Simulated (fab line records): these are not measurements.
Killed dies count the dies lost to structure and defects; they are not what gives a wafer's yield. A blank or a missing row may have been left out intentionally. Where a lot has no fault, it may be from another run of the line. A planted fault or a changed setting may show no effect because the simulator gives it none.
Matching of chambers / flow n5-finfet / N5_BEOL_M5_CURE_80 on uv-cure-03 has 3 sister chambers
The step cures SiCOH lowk, time 120 s. 3 wafers are shown with their chamber, then 8 later ones without.

WAFERS PAIRED WITH THEIR CHAMBERS
wafer=L085.6 chamber=1 wafer_temp_C_max=372.1
wafer=L086.6 chamber=0 wafer_temp_C_max=371.4
wafer=L089.1 chamber=2 wafer_temp_C_max=372.1

WAFERS WITHOUT THEIR CHAMBER
wafer=L089.3 wafer_temp_C_max=371.6
wafer=L089.4 wafer_temp_C_max=372.0
wafer=L091.3 wafer_temp_C_max=371.9
wafer=L091.4 wafer_temp_C_max=371.6
wafer=L091.6 wafer_temp_C_max=371.6
wafer=L097.2 wafer_temp_C_max=372.6
wafer=L097.4 wafer_temp_C_max=372.4
wafer=L097.5 wafer_temp_C_max=371.8

CHAMBER TAKEN BY EACH
wafer=L089.3; from the rows above=can't be placed: 0 or 1 or 2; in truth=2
wafer=L089.4; from the rows above=can't be placed: 1 or 2 or 0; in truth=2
wafer=L091.3; from the rows above=can't be placed: 1 or 2 or 0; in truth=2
wafer=L091.4; from the rows above=can't be placed: 0 or 1 or 2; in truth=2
wafer=L091.6; from the rows above=can't be placed: 0 or 1 or 2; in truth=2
wafer=L097.2; from the rows above=can't be placed: 1 or 2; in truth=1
wafer=L097.4; from the rows above=can't be placed: 1 or 2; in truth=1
wafer=L097.5; from the rows above=can't be placed: 1 or 2 or 0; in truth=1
Correct placement for 0 of the 8. These rows do not allow placing 8 (true chamber among the candidates in 8). Placed wrongly: 0.
How it was worked out, from the rows above alone: a wafer's distance from a chamber is the root of the sum, over the readings, of the square of ((its reading less the chamber's mean) divided by the reading's scatter). The wafer belongs to the nearest chamber; if the next one is less than 2 further off, it can't be placed. Each chamber's mean is taken over the wafers shown for it. The scatter: with one shown wafer a chamber, the root of the mean of the squares of how far each hidden wafer lies from its nearest shown one.
